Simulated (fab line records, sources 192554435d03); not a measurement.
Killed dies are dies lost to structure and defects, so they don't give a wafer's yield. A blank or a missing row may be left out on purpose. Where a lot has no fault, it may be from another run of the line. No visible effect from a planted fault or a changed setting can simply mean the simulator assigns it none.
Which tool is to blame?	flow n5-finfet	Sampling: 24 lots, 72 wafers, 3 of 1938 route steps

== WHAT THE GAUGES READ, wafer by wafer ==
N5_BEOL_M14_OVL_MEAS_11. Usual: for V13_OVL the level is -2 nm and the standard deviation is 5.2.
lot	measured	on	V13_OVL (nm)	flag
L074	day 10 23:20	overlay-02	-9 5 -10	
L075	day 11 15:16	overlay-01	-3 -9 2	
L076	day 11 21:20	overlay-01	4 3 -1	
L077	day 12 06:12	overlay-01	-3 -6 4	
L080	day 12 14:28	overlay-02	-8 -4 -3	
L079	day 12 16:04	overlay-02	0 5 2	
L078	day 12 17:02	overlay-02	-1 -11 7	
L081	day 12 20:11	overlay-01	-3 0 -4	
L082	day 13 08:20	overlay-02	-7 3 -2	
L085	day 13 18:47	overlay-01	3 -2 4	
L083	day 14 02:40	overlay-02	-5 -4 -4	
L084	day 14 09:25	overlay-01	-1 4 -3	
L087	day 14 11:04	overlay-01	-1 1 3	
L086	day 14 17:53	overlay-01	1 3 6	
L090	day 15 03:00	overlay-02	-9 -14 -7	
L088	day 15 07:21	overlay-01	-4 -10 -5	
L091	day 15 10:21	overlay-01	6 -2 3	
L089	day 15 16:55	overlay-01	1 -5 -2	
L092	day 15 23:27	overlay-01	-2 4 4	
L093	day 15 23:44	overlay-02	0 -6 -7	
L094	day 16 10:52	overlay-02	-8 -2 -8	
L095	day 16 22:22	overlay-01	-5 -6 -3	
L096	day 17 01:50	overlay-02	0 2 -6	
L097	day 17 10:04	overlay-01	-1 -2 1	

N5_BEOL_M14_OVL_MEAS_29. Usual: for M14_OVL the level is -5 nm and the standard deviation is 5.4.
lot	measured	on	M14_OVL (nm)	flag
L074	day 11 00:19	overlay-01	-6 -10 -11	
L075	day 11 16:15	overlay-02	-5 -7 -10	
L076	day 11 22:11	overlay-02	-11 -8 -9	
L077	day 12 07:03	overlay-02	-8 -14 -11	
L080	day 12 16:08	overlay-01	-7 -4 -7	
L079	day 12 17:38	overlay-02	-5 -1 0	
L078	day 12 18:01	overlay-01	-4 -5 2	
L081	day 12 21:07	overlay-01	-10 -12 -12	
L082	day 13 09:11	overlay-01	-5 -10 -18	
L085	day 13 20:05	overlay-01	-2 -9 -9	
L083	day 14 03:59	overlay-01	-3 -6 -5	
L084	day 14 10:24	overlay-01	-1 -9 -7	
L087	day 14 11:58	overlay-02	1 -3 -9	
L086	day 14 18:46	overlay-02	-4 -5 0	
L090	day 15 04:02	overlay-01	-2 -10 -11	
L088	day 15 08:13	overlay-02	-11 -5 1	
L091	day 15 11:11	overlay-01	0 -1 6	
L089	day 15 17:47	overlay-02	-6 -8 -4	
L092	day 16 00:18	overlay-02	-11 -4 -5	
L093	day 16 00:36	overlay-01	-2 2 -3	
L094	day 16 11:50	overlay-02	0 -10 -3	
L095	day 16 23:22	overlay-01	4 -13 -4	
L096	day 17 03:26	overlay-01	-9 0 -4	
L097	day 17 11:48	overlay-02	8 3 13	

== EACH LOT AND THE TOOL THAT RAN IT (in order: tool; ch and the chambers of the sampled wafers; start) ==
lot	N5_BEOL_M14_STRIP_64
L074	rie-diel-05 ch 2,3, day 11 00:19 or earlier
L075	rie-diel-01 ch 0,2,3, day 11 16:15 or earlier
L076	rie-diel-02 ch 0,2,3, day 11 22:11 or earlier
L077	rie-diel-02 ch 0,3, day 12 07:03 or earlier
L080	rie-diel-01 ch 1,2,3, day 12 16:08 or earlier
L079	rie-diel-02 ch 0,1,3, day 12 17:38 or earlier
L078	rie-diel-02 ch 0,1,2, day 12 18:01 or earlier
L081	rie-diel-02 ch 1,2, day 12 21:07 or earlier
L082	rie-diel-02 ch 1,3, day 13 09:11 or earlier
L085	rie-diel-02 ch 0,2,3, day 13 20:05 or earlier
L083	rie-diel-02 ch 0,1,2, day 14 03:59 or earlier
L084	rie-diel-01 ch 0,1, day 14 10:24 or earlier
L087	rie-diel-01 ch 0,1,2, day 14 11:58 or earlier
L086	rie-diel-02 ch 0,1,3, day 14 18:46 or earlier
L090	rie-diel-01 ch 1,2,3, day 15 04:02 or earlier
L088	rie-diel-05 ch 2,3, day 15 08:13 or earlier
L091	rie-diel-02 ch 0,1, day 15 11:11 or earlier
L089	rie-diel-05 ch 1,2,3, day 15 17:47 or earlier
L092	rie-diel-01 ch 0,2,3, day 16 00:18 or earlier
L093	rie-diel-05 ch 0,1,3, day 16 00:36 or earlier
L094	rie-diel-02 ch 0,3, day 16 11:50 or earlier
L095	rie-diel-01 ch 1,2,3, day 16 23:22 or earlier
L096	rie-diel-01 ch 0,1,2, day 17 03:26 or earlier
L097	rie-diel-01 ch 1,2,3, day 17 11:48 or earlier
- N5_BEOL_M14_STRIP_64: strips in O2.

== AS READ BY THE TOOLS THEMSELVES (means over the sampled wafers that have a number; for cases with no such wafer, the mark the record gives instead) ==
N5_BEOL_M14_STRIP_64. Usual: drypump-motor-current-A 5.8 A, standard deviation 0.45; oes-product-au 0.78 a.u., standard deviation 0.087; rf-vpp-V 3.6 V, standard deviation 0.46; showerhead-plenum-p-Torr 2.051 Torr, standard deviation 0.029; throttle-valve-pct 16.68 %, standard deviation 0.23.
lot	tool	drypump-motor-current-A (A)	oes-product-au (a.u.)	rf-vpp-V (V)	showerhead-plenum-p-Torr (Torr)	throttle-valve-pct (%)	flag
L074	rie-diel-05	5.3	0.70	3.2	2.016	16.93	
L075	rie-diel-01	5.7	0.81	3.7	2.050	16.64	
L076	rie-diel-02	5.9	0.74	3.7	2.064	16.83	
L077	rie-diel-02	5.8	0.75	3.7	2.045	16.72	
L080	rie-diel-01	5.4	0.84	3.6	2.055	16.68	
L079	rie-diel-02	5.9	0.72	3.4	2.066	16.68	
L078	rie-diel-02	5.9	0.72	3.6	2.058	16.82	
L081	rie-diel-02	6.1	0.70	3.5	2.080	16.77	
L082	rie-diel-02	6.1	0.70	3.7	2.089	16.62	
L085	rie-diel-02	5.9	0.73	3.6	2.058	16.86	
L083	rie-diel-02	5.9	0.70	3.4	2.053	16.85	
L084	rie-diel-01	6.0	0.88	3.4	2.047	16.42	
L087	rie-diel-01	6.0	0.85	3.2	2.040	16.52	
L086	rie-diel-02	5.9	0.71	3.9	2.062	16.70	
L090	rie-diel-01	5.4	0.90	3.5	2.047	16.58	
L088	rie-diel-05	5.5	0.86	3.7	2.032	16.79	
L091	rie-diel-02	6.0	0.70	3.4	2.056	16.69	
L089	rie-diel-05	5.6	0.82	3.8	2.027	16.68	
L092	rie-diel-01	5.7	0.86	4.0	2.037	16.56	
L093	rie-diel-05	5.6	0.89	3.9	2.053	16.51	
L094	rie-diel-02	5.9	0.71	3.8	2.060	16.75	
L095	rie-diel-01	5.4	0.87	3.6	2.042	16.59	
L096	rie-diel-01	6.0	0.82	3.7	2.031	16.57	
L097	rie-diel-01	5.4	0.85	4.1	2.040	16.60	

== THE ANSWER, worked out from the rows above alone ==
Rule: lot off if the mean of its wafers having a number is beyond 3 standard deviations from the usual mean. A lot without any number at a reading at which 4 lots or more have one is off too. All remaining lots with rows at the step are treated as sound. After the gauges, taken in route order, come the tools' own readings; for these a lot's mean is taken, as printed above. The first step at which some lot is off is used, and at that step the reading that is off furthest; a lot without a number counts as furthest.
Nothing can be told from this: no lot is off at any reading shown.

== WHAT HAD BEEN PUT IN BY THE SIMULATOR ==
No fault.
